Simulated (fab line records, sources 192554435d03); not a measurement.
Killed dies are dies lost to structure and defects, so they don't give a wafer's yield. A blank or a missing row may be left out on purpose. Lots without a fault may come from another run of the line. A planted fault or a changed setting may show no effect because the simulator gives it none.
Split-lot experiment | flow n5_finfet | 7 lots, 21 wafers read, on a route of 1938 steps

THE SPLIT
At N5_BEOL_M5_ETCH_41 (etches SiCN in CH3F/O2, target depth 31.5 nm, time 56.7 s), the setting source_w was moved away from the recipe's 395 W on 6 of the 21 wafers read, by -17.7% to +17.5%. The other wafers ran this setting at the recipe's value.

The reading is taken at the split's own step.

THE READING
rf_vpp_V, in V, at N5_BEOL_M5_ETCH_41 (etches SiCN in CH3F/O2, target depth 31.5 nm, time 56.7 s). Fault-free wafers of this fab line usually give 297.5 V, standard deviation 1.8 V.

wafer  | tool, chamber at the split | source_w as run, W | against the recipe | rf_vpp_V, V | against lot-mates on the recipe
L077.1 | rie_diel-05, 1             | 464.3              | +17.5%             | 283.9       | -13.3
L077.2 | rie_diel-05, 3             | 395                | recipe             | 295.0       | -
L077.6 | rie_diel-05, 1             | 395                | recipe             | 299.4       | -
L076.1 | rie_diel-03, 1             | 350.6              | -11.2%             | 308.7       | +11.9
L076.3 | rie_diel-03, 3             | 395                | recipe             | 296.8       | -
L076.5 | rie_diel-03, 3             | 350.6              | -11.2%             | 308.6       | +11.8
L079.4 | rie_diel-03, 3             | 395                | recipe             | 296.1       | -
L079.5 | rie_diel-03, 0             | 395                | recipe             | 295.5       | -
L079.6 | rie_diel-03, 1             | 395                | recipe             | 296.8       | -
L082.2 | rie_diel-05, 2             | 395                | recipe             | 299.6       | -
L082.3 | rie_diel-05, 3             | 395                | recipe             | 298.0       | -
L082.5 | rie_diel-05, 2             | 395                | recipe             | 302.6       | -
L081.1 | rie_diel-03, 1             | 395                | recipe             | 298.4       | -
L081.5 | rie_diel-03, 0             | 334                | -15.4%             | 312.2       | +13.8
L081.6 | rie_diel-03, 3             | 334                | -15.4%             | 311.5       | +13.1
L087.1 | rie_diel-05, 1             | 395                | recipe             | 299.9       | -
L087.2 | rie_diel-05, 3             | 325                | -17.7%             | 314.3       | +14.6
L087.4 | rie_diel-05, 0             | 395                | recipe             | 299.5       | -
L086.1 | rie_diel-05, 2             | 395                | recipe             | 299.8       | -
L086.2 | rie_diel-05, 0             | 395                | recipe             | 299.8       | -
L086.4 | rie_diel-05, 3             | 395                | recipe             | 296.5       | -

THE FIT
A straight line over all 21 wafers: rf_vpp_V changes by -0.875 V for each +1% of source_w; r = -0.97; the points scatter about the line by 1.8 V.
The same after taking each lot's own level away (the mean of its wafers on the recipe; 21 wafers): -0.857 V for each +1%; r = -0.98; scatter 1.5 V.
On that fit, the largest move of source_w shifts the reading by 15 V.
The lots' own levels span 296.13 to 300.07 V, that is 2.2 times the standard deviation above.
So the lot-to-lot level changes the slope little: the two slopes agree.
Check: with one of the wafers moved furthest among these (-17.7%) left out of the fit, the line predicts +15.8 V for it against its lot-mates. It came out at +14.6 V against them.
Tool readings at the split's step, against how far the setting was moved: rf_vpp_V r = -0.97.

OTHER SPLITS ON THESE WAFERS
These wafers also went through other splits before the reading. Each is held against what the fit with the lots' levels taken away leaves over:
other split on the same wafers   | wafers away from the commonest value | r with rf_vpp_V (lot level and that fit taken away)
N5_BEOL_M5_COAT_22 spin_rpm      | 9                                    | +0.01
N5_BEOL_M5_TRENCH_ETCH_37 bias_w | 5                                    | -0.33

THE WHOLE CHAIN: every reading that the file lists as answering this split, in the file's order
step               | what it does                                              | reading                                                        | change (the file's fit)                | r (the file's)
N5_BEOL_M5_ETCH_41 | etches SiCN in CH3F/O2, target depth 31.5 nm, time 56.7 s | rf_vpp_V                                                       | -0.844 V for each +1% of the setting   | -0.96
N5_BEOL_M5_ETCH_41 | etches SiCN in CH3F/O2, target depth 31.5 nm, time 56.7 s | etch.depth_nm (the simulator's own value, which no gauge read) | +0.0859 nm for each +1% of the setting | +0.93

THE FILE'S OWN FIT
rf_vpp_V changes by -0.844 V for each +1% of source_w, r = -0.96.
